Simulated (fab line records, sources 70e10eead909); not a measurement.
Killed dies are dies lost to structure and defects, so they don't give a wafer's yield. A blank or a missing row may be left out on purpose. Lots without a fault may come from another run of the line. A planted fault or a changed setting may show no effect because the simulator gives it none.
A struck lot beside a sound one | flow nand_harc | 21 steps out of a route of 1302
Sound: wafers L408.1, L408.2, L408.4. Struck: wafers L418.1, L418.4, L418.5. The cause comes at the end.
At each step with rows: each side's tool, then ch and its chambers, then its first start. Under that, the readings that differ: sound wafers | struck wafers | difference of the means | sigmas: that difference in standard deviations of wafers without a fault.
alike: readings whose means differ by less than 2 such deviations, and words and numbers that are the same on both sides. not compared: withheld readings, readings that some wafer has no value for, bounds like >300 that may hide the same value, and numbers for which the record gives no deviation and whose values overlap.
The two part at a step that has a row with sigmas, a row that says differs or no value, or rows on one side only. Numbers that don't overlap but have no deviation are shown without sigmas and don't part them. A reading that every wafer of one side lacks parts them only if that side has two wafers or more.

NHARC_A_CONTACT_CMP_20: polishes, t overpolish 30 s, target thk 300 nm.
  sound on cmp-01 ch 1,2,3, day 24 21:36; struck on cmp-01 ch 0,1,3, day 28 20:50
  alike: edge_zone_pressure_frac, motor_current_A, overpolish_run_s, retaining_ring_pressure_frac, time_to_endpoint_s
then, 1 step without rows for these wafers: NHARC_A_CONTACT_SRD_22.
NHARC_A_CONTACT_INSPECT_23:
  sound on defect_inspect-02, day 24 21:59; struck on defect_inspect-02, day 28 21:13
  alike: raw_defect_count
then, 8 steps without rows for these wafers: NHARC_A_BLC_DEHYDRATE_00 (time 120 s); NHARC_A_BLC_HMDS_01 (time 30 s); NHARC_A_BLC_COAT_02 (time 75 s); NHARC_A_BLC_COAT_03 (time 65 s); NHARC_A_BLC_COAT_04 (resist thk 90 nm); NHARC_A_BLC_SOFTBAKE_05 (time 55 s); NHARC_A_BLC_EBR_06; NHARC_A_BLC_EXPOSE_07 (exposes mask A BLC, target cd 100 nm).
NHARC_A_BLC_PEB_08: peb time 65 s.
  sound on litho_track-01 ch 0, day 24 22:24; struck on litho_track-01 ch 0, day 28 21:38
then, 1 step without rows for these wafers: NHARC_A_BLC_DEVELOP_09 (develop time 35 s).
NHARC_A_BLC_CD_MEAS_10: target cd 100 nm.
  sound on cd_sem-03 ch 0, day 24 22:29; struck on cd_sem-02 ch 0, day 28 21:43
  reading    | sound          | struck            | difference | sigmas
  cd_nm (nm) | 99.9 99.0 99.8 | 104.7 104.7 104.9 | +5.2       | +9
NHARC_A_BLC_OVL_MEAS_11:
  sound on overlay-02, day 24 22:34; struck on overlay-02, day 28 21:49
  alike: overlay_x_nm, overlay_y_nm
NHARC_A_BLC_INSPECT_12:
  sound on defect_inspect-02, day 24 22:37; struck on defect_inspect-02, day 28 21:50
  alike: raw_defect_count
NHARC_A_BLC_DESCUM_15: chemistry O2, time 3 s.
  sound on rie_diel-06 ch 0,1,3, day 24 22:40; struck on rie_diel-07 ch 0,2,3, day 28 21:54
  reading                | sound             | struck            | difference | sigmas
  model.A_BLC.cd_nm (nm) | 99.95 98.12 100.1 | 103.7 103.8 105.7 | +5.0       |
  alike: drypump_motor_current_A, oes_product_au, rf_vpp_V, showerhead_plenum_p_Torr, throttle_valve_pct
  not compared: rf_hours_counter_h
NHARC_A_BLC_ETCH_16: etches the open film in CF4, target depth 39 nm, time 65 s.
  sound on rie_diel-06 ch 0,1,2, day 24 22:45; struck on rie_diel-07 ch 0,2,3, day 28 22:00
  alike: cf4_flow_sccm, drypump_motor_current_A, oes_product_au, rf_vpp_V, showerhead_plenum_p_Torr, throttle_valve_pct
  not compared: rf_hours_counter_h
NHARC_A_BLC_ETCH_17: etches the open film in N2/H2, target depth 390 nm, time 609.38 s.
  sound on rie_diel-06 ch 0,1,2; struck on rie_diel-07 ch 1,2
  alike: drypump_motor_current_A, oes_product_au, rf_vpp_V, showerhead_plenum_p_Torr, throttle_valve_pct
  not compared: rf_hours_counter_h
NHARC_A_BLC_ETCH_18: etches the open film in C4F8/O2/Ar, target depth 910 nm.
  sound on rie_diel-06 ch 0,1,3; struck on rie_diel-07 ch 2,3
  reading                | sound            | struck            | difference | sigmas
  model.A_BLC.cd_nm (nm) | 99.44 94.6 99.01 | 105.6 104.7 106.5 | +7.9       |
  alike: oes_product_au, rf_vpp_V
  not compared: rf_hours_counter_h
NHARC_A_BLC_CD_MEAS_19:
  sound on cd_sem-02, day 24 23:38; struck on cd_sem-02, day 28 22:52
  reading    | sound          | struck            | difference | sigmas
  cd_nm (nm) | 99.7 94.3 99.0 | 105.5 104.6 106.1 | +7.7       | +3

WHERE THEY PART
First at NHARC_A_BLC_CD_MEAS_10; last, within this record, at NHARC_A_BLC_CD_MEAS_19.

WHY: what the simulator had put in
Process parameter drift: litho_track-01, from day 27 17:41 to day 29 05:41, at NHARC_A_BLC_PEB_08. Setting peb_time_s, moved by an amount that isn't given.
